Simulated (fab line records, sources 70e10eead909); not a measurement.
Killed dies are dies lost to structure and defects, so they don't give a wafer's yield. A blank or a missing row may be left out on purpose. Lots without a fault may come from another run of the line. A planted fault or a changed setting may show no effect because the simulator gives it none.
Chamber matching | flow nand_harc | NHARC_A_CONTACT_ETCH_75 on rie_diel-13: 4 sister chambers
The step etches the open film in CF4, target depth 39 nm, time 65 s. 17 wafers are shown with their chamber, then 8 later ones without.

WAFERS WITH THEIR CHAMBER
wafer  | chamber | showerhead_plenum_p_Torr (Torr) | drypump_motor_current_A (A) | run_length_s (s)
L554.2 | 3       | 1.73                            | 5.6                         | 86.8
L554.5 | 2       | 1.67                            | 4.9                         | 86.2
L554.6 | 1       | 1.82                            | 5.7                         | 86.4
L556.1 | 1       | 1.82                            | 5.7                         | 86.6
L556.2 | 2       | 1.66                            | 4.9                         | 86.7
L556.6 | 2       | 1.66                            | 4.9                         | 85.9
L558.2 | 1       | 1.82                            | 5.6                         | 86.2
L558.3 | 0       | 1.77                            | 5.2                         | 85.5
L558.6 | 1       | 1.82                            | 5.7                         | 86.9
L559.3 | 3       | 1.72                            | 5.5                         | 86.6
L559.4 | 1       | 1.82                            | 5.7                         | 86.1
L559.5 | 1       | 1.82                            | 5.7                         | 86.2
L567.1 | 2       | 1.66                            | 4.9                         | 85.9
L567.4 | 1       | 1.81                            | 5.7                         | 86.5
L570.1 | 0       | 1.77                            | 5.1                         | 86.1
L571.2 | 3       | 1.72                            | 5.6                         | 87.3
L575.1 | 0       | 1.76                            | 5.2                         | 85.5

SIGNATURES (means of the wafers above)
reading                  | chamber 0 | chamber 1 | chamber 2 | chamber 3 | scatter within a chamber
showerhead_plenum_p_Torr | 1.7667    | 1.8186    | 1.6625    | 1.7233    | 0.00476
drypump_motor_current_A  | 5.167     | 5.686     | 4.900     | 5.567     | 0.041
run_length_s             | 85.700    | 86.414    | 86.175    | 86.900    | 0.328
Rule: a wafer's distance from a chamber is the root of the sum, over the readings, of the square of ((its reading less the chamber's mean) divided by the reading's scatter). The wafer belongs to the nearest chamber; if the next one is less than 2 further off, it can't be placed. The scatter: the root of (the sum of the squares of (reading less its chamber's mean) over the shown wafers, divided by (wafers less chambers)).

WAFERS WITHOUT THEIR CHAMBER
wafer  | showerhead_plenum_p_Torr (Torr) | drypump_motor_current_A (A) | run_length_s (s)
L575.5 | 1.76                            | 5.2                         | 85.5
L575.6 | 1.72                            | 5.6                         | 86.5
L576.1 | 1.72                            | 5.5                         | 86.7
L576.3 | 1.81                            | 5.6                         | 86.2
L576.5 | 1.81                            | 5.6                         | 86.5
L577.1 | 1.76                            | 5.2                         | 85.9
L577.3 | 1.71                            | 5.6                         | 86.8
L577.6 | 1.66                            | 4.9                         | 86.1

WHICH CHAMBER EACH WENT THROUGH
wafer  | from the rows above | in truth
L575.5 | 0                   | 0
L575.6 | 3                   | 3
L576.1 | 3                   | 3
L576.3 | 1                   | 1
L576.5 | 1                   | 1
L577.1 | 0                   | 0
L577.3 | 3                   | 3
L577.6 | 2                   | 2
Placed correctly: 8 of 8. Can't be placed from these rows: 0. Placed wrongly: 0.
